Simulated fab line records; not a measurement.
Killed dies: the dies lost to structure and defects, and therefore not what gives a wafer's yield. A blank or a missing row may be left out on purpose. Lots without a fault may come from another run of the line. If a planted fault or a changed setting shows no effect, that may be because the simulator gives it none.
Which tool did it?    flow nand harc    45 wafers from 15 lots sampled at 4 of the route's 1302 steps

## WHAT THE GAUGES READ, wafer by wafer
No reading from a measuring or inspecting step in the record can be judged against a usual standard deviation.

## WHAT TOOL EACH LOT RAN ON (gives the tool, then ch and the chambers of the sampled wafers, and finally the start)
lot   NHARC_A_M1_DEGAS_29           NHARC_A_M1_ANNEAL_31              NHARC_A_M1_PRE_CLEAN_32          NHARC_A_M1_DEP_33
L351  pvd sputter-01, day 23 12:45  rtp anneal-02 ch 0, day 23 13:29  pecvd-02 ch 0,1, day 23 14:23    pecvd-02 ch 0,1, day 23 14:30
L354  pvd sputter-01, day 23 23:58  rtp anneal-02 ch 0, day 24 00:41  pecvd-02 ch 1,2, day 24 01:35    pecvd-02 ch 1,2, day 24 01:41
L352  pvd sputter-01, day 24 02:26  rtp anneal-02 ch 0, day 24 03:13  pecvd-02 ch 0,1,2, day 24 04:03  pecvd-02 ch 0,1,2, day 24 04:07
L353  pvd sputter-03, day 24 10:47  rtp anneal-02 ch 0, day 24 11:31  pecvd-02 ch 0,1,2, day 24 12:23  pecvd-02 ch 0,1,2, day 24 12:28
L355  pvd sputter-02, day 25 18:00  rtp anneal-02 ch 0, day 25 18:47  pecvd-03 ch 0,1,2, day 25 19:38  pecvd-03 ch 0,1,2, day 25 19:44
L357  pvd sputter-02, day 26 01:59  rtp anneal-02 ch 0, day 26 02:44  pecvd-03 ch 1,2, day 26 03:37    pecvd-03 ch 1,2, day 26 03:42
L358  pvd sputter-03, day 26 16:58  rtp anneal-01 ch 0, day 26 17:46  pecvd-03 ch 1,2, day 26 18:35    pecvd-03 ch 1,2, day 26 18:40
L360  pvd sputter-03, day 27 22:39  rtp anneal-02 ch 0, day 27 23:22  pecvd-03 ch 1,2, day 28 00:16    pecvd-03 ch 1,2, day 28 00:20
L363  pvd sputter-02, day 28 00:56  rtp anneal-02 ch 0, day 28 01:43  pecvd-03 ch 0,1,2, day 28 02:34  pecvd-03 ch 0,1,2, day 28 02:41
L361  pvd sputter-01, day 28 08:15  rtp anneal-01 ch 0, day 28 08:59  pecvd-03 ch 0,1, day 28 09:52    pecvd-03 ch 0,1, day 28 09:57
L369  pvd sputter-01, day 31 09:41  rtp anneal-02, day 31 10:35       pecvd-02 ch 0,1,2, day 31 11:21  pecvd-02 ch 0,1,2, day 31 11:31
L371  pvd sputter-02, day 31 13:41  rtp anneal-02, day 31 14:34       pecvd-01 ch 1,2, day 31 15:30    pecvd-01 ch 1,2, day 31 15:43
L370  pvd sputter-02, day 31 16:11  rtp anneal-02, day 31 17:04       pecvd-02 ch 0,1,2, day 31 17:56  pecvd-02 ch 0,1,2, day 31 18:01
L372  pvd sputter-01, day 32 03:37  rtp anneal-01 ch 0, day 32 04:20  pecvd-01 ch 0,1, day 32 05:14    pecvd-01 ch 0,1, day 32 05:19
L373  pvd sputter-02, day 32 04:42  rtp anneal-01 ch 0, day 32 05:33  pecvd-01 ch 0,2, day 32 06:20    pecvd-01 ch 0,2, day 32 06:25
- NHARC_A_M1_DEGAS_29: time 60 s.
- NHARC_A_M1_ANNEAL_31: time 90 s.
- NHARC_A_M1_PRE_CLEAN_32: time 12 s.
- NHARC_A_M1_DEP_33: deposits SiCN, target thk 30 nm.

## AS READ BY THE TOOLS THEMSELVES (means over the sampled wafers that have a number; for cases with no such wafer, the mark the record gives instead)
NHARC_A_M1_DEGAS_29.
lot   tool            heater power w (W)
L351  pvd sputter-01  317
L354  pvd sputter-01  295
L352  pvd sputter-01  321
L353  pvd sputter-03  340
L355  pvd sputter-02  294
L357  pvd sputter-02  357
L358  pvd sputter-03  319
L360  pvd sputter-03  318
L363  pvd sputter-02  291
L361  pvd sputter-01  341
L369  pvd sputter-01  314
L371  pvd sputter-02  314
L370  pvd sputter-02  318
L372  pvd sputter-01  321
L373  pvd sputter-02  314

NHARC_A_M1_ANNEAL_31.
lot   tool           anneal temp c (C)  anneal temp c max  wafer_temp_C_max
L351  rtp anneal-02  224.79             225.68             226.4
L354  rtp anneal-02  224.86             225.82             226.3
L352  rtp anneal-02  225.02             225.78             226.5
L353  rtp anneal-02  224.96             225.73             226.4
L355  rtp anneal-02  224.94             225.76             226.5
L357  rtp anneal-02  225.05             225.94             226.2
L358  rtp anneal-01  224.98             225.68             226.0
L360  rtp anneal-02  225.14             225.86             226.4
L363  rtp anneal-02  224.98             225.84             226.3
L361  rtp anneal-01  225.13             225.77             225.9
L369  rtp anneal-02  -                  -                  -
L371  rtp anneal-02  -                  -                  -
L370  rtp anneal-02  -                  -                  -
L372  rtp anneal-01  225.06             225.71             225.7
L373  rtp anneal-01  225.08             225.80             225.8

NHARC_A_M1_PRE_CLEAN_32.
lot   tool      heater power w (W)
L351  pecvd-02  600
L354  pecvd-02  701
L352  pecvd-02  642
L353  pecvd-02  657
L355  pecvd-03  625
L357  pecvd-03  663
L358  pecvd-03  582
L360  pecvd-03  602
L363  pecvd-03  605
L361  pecvd-03  611
L369  pecvd-02  639
L371  pecvd-01  635
L370  pecvd-02  594
L372  pecvd-01  773
L373  pecvd-01  639

NHARC_A_M1_DEP_33.
lot   tool      heater power w (W)
L351  pecvd-02  487
L354  pecvd-02  591
L352  pecvd-02  539
L353  pecvd-02  557
L355  pecvd-03  545
L357  pecvd-03  582
L358  pecvd-03  516
L360  pecvd-03  565
L363  pecvd-03  538
L361  pecvd-03  464
L369  pecvd-02  565
L371  pecvd-01  546
L370  pecvd-02  604
L372  pecvd-01  760
L373  pecvd-01  552

## THE ANSWER, worked out from the rows above alone
Rule: usual is defined by the lots themselves. Put in order of their means at a reading, lots are off if they are a third of the lots or fewer, leave a main group of 4 or more, and stand apart from it by a gap of 3 or more times the standard deviation of the main group's means; of several such gaps the widest counts. The tables above print the reading to a certain number of digits; a main group whose means all agree to those digits is not used. A lot without any number at a reading at which 4 lots or more have one is off too. Any other lot the step has rows for is counted as sound. After the gauges, taken in route order, come the tools' own readings; for these a lot's mean is taken, as printed above. The first step at which some lot is off is used, and at that step the reading that is off furthest; a lot without a number counts as furthest.
Off: L369, L371, L370 (NHARC_A_M1_ANNEAL_31, anneal temp c). Without a number there: L369, L371, L370. The main group has a mean of 225.00 C with a standard deviation of 0.1.
A tool fits if, at that step or a process step before it, it ran every lot that is off, and no sound lot after the first of them. One candidate fits, namely rtp anneal-02 at NHARC_A_M1_ANNEAL_31. Its last sound lot is L363 (day 28 01:43), its first lot that is off L369 (day 31 10:35): a fault that began between those two fits.
Blank at NHARC_A_M1_ANNEAL_31 on the lots that are off, where sound lots have numbers: anneal temp c, anneal temp c max, wafer_temp_C_max.

## WHAT THE SIMULATOR HAD INSERTED
Step skipped in full: rtp anneal-02, at NHARC_A_M1_ANNEAL_31, from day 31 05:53 onward. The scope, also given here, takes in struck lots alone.
Shown lots that were struck: L369, L371, L370. The rule above found the same.
